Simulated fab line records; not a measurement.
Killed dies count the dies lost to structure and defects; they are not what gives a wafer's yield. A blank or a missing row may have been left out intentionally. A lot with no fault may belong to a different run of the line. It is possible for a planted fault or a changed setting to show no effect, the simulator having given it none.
Matching of chambers	flow nand-harc	4 sister chambers for NHARC_A_CONTACT_DESCUM_74 on rie-diel-04
The step chemistry O2, time 3 s. 14 wafers are shown with their chamber, then 7 later ones without.

WAFERS, EACH WITH ITS CHAMBER
wafer	chamber	drypump-motor-current-A (A)	showerhead-plenum-p-Torr (Torr)	oes-product-au (a.u.)
L841.1	0	4.8	1.84	0.982
L841.3	3	6.4	1.87	1.002
L841.6	0	4.8	1.84	0.976
L844.1	2	6.4	1.90	0.994
L844.2	3	6.5	1.87	1.001
L844.5	3	6.5	1.87	1.004
L849.4	3	6.4	1.87	1.000
L849.5	3	6.4	1.87	0.991
L849.6	0	4.8	1.83	0.992
L850.2	3	6.5	1.87	1.006
L850.4	1	6.5	2.06	0.990
L850.5	2	6.4	1.89	1.008
L851.1	3	6.4	1.87	1.000
L851.2	0	4.8	1.83	1.004

SIGNATURES (averages over the wafers above)
reading	chamber 0	chamber 1	chamber 2	chamber 3	scatter within a chamber
drypump-motor-current-A	4.800	6.500	6.400	6.443	0.0414
showerhead-plenum-p-Torr	1.8350	2.0600	1.8950	1.8700	0.00387
oes-product-au	0.98850	0.99000	1.00100	1.00057	0.00827
Rule: a wafer's distance from a chamber is the root of the sum, over the readings, of the square of ((its reading less the chamber's mean) divided by the reading's scatter). If the next closest chamber is less than 2 further off than the closest, the wafer can't be placed; otherwise it belongs to the closest. The scatter is the square root of a quotient: the sum, over the shown wafers, of each reading's squared deviation from its chamber's mean, divided by wafers minus chambers.

WAFERS WITHOUT THEIR CHAMBER
wafer	drypump-motor-current-A (A)	showerhead-plenum-p-Torr (Torr)	oes-product-au (a.u.)
L851.6	4.8	1.83	0.993
L856.1	6.4	1.86	1.001
L856.2	4.8	1.83	1.004
L856.6	6.4	2.06	0.995
L857.2	6.5	1.86	0.998
L857.4	6.4	1.89	0.995
L857.5	6.5	1.86	0.992

WHICH CHAMBER EACH WENT THROUGH
wafer	from the rows above	in truth
L851.6	0	0
L856.1	3	3
L856.2	0	0
L856.6	1	1
L857.2	3	3
L857.4	2	2
L857.5	3	3
7 of 7 placed correctly. Number that these rows cannot place: 0. Wrongly placed: 0.
